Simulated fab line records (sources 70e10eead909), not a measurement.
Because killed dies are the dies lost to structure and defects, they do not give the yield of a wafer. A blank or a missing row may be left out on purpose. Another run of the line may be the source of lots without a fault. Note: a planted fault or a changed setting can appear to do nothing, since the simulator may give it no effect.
Chamber matching	flow nand-harc	NHARC_A_STAIRCASE_TRIM_187 on rie-diel-08 has 4 sister chambers
The step chemistry O2, time 211.2 s. 8 wafers are shown with their chamber, then 8 later ones without.

== WAFERS WITH THEIR CHAMBER ==
wafer	chamber	showerhead-plenum-p-Torr (Torr)	drypump-motor-current-A (A)
L080.6	2	3.66	6.6
L082.5	3	3.39	5.7
L085.5	0	3.73	6.0
L085.6	1	3.45	6.6
L087.1	2	3.65	6.5
L087.2	1	3.45	6.6
L087.4	3	3.38	5.7
L091.1	0	3.72	6.0

== WAFERS WITHOUT THEIR CHAMBER ==
wafer	showerhead-plenum-p-Torr (Torr)	drypump-motor-current-A (A)
L091.2	3.65	6.5
L091.4	3.45	6.6
L090.3	3.45	6.6
L090.5	3.72	6.0
L090.6	3.38	5.7
L096.1	3.71	5.9
L096.2	3.64	6.6
L096.6	3.44	6.6

== WHICH CHAMBER EACH WENT THROUGH ==
wafer	from the rows above	in truth
L091.2	2	2
L091.4	1	1
L090.3	1	1
L090.5	0	0
L090.6	3	3
L096.1	0	0
L096.2	2	2
L096.6	1	1
Correctly placed: 8 of 8. Left unplaced by these rows: 0. Wrongly placed: 0.
How it was worked out, from the rows above alone: a wafer's distance from a chamber is the root of the sum, over the readings, of the square of ((its reading less the chamber's mean) divided by the reading's scatter). If the next closest chamber is less than 2 further off than the closest, the wafer can't be placed; otherwise it belongs to the closest. For every chamber, the mean is computed from those of its wafers that are shown. The scatter: the root of (the sum of the squares of (reading less its chamber's mean) over the shown wafers, divided by (wafers less chambers)).
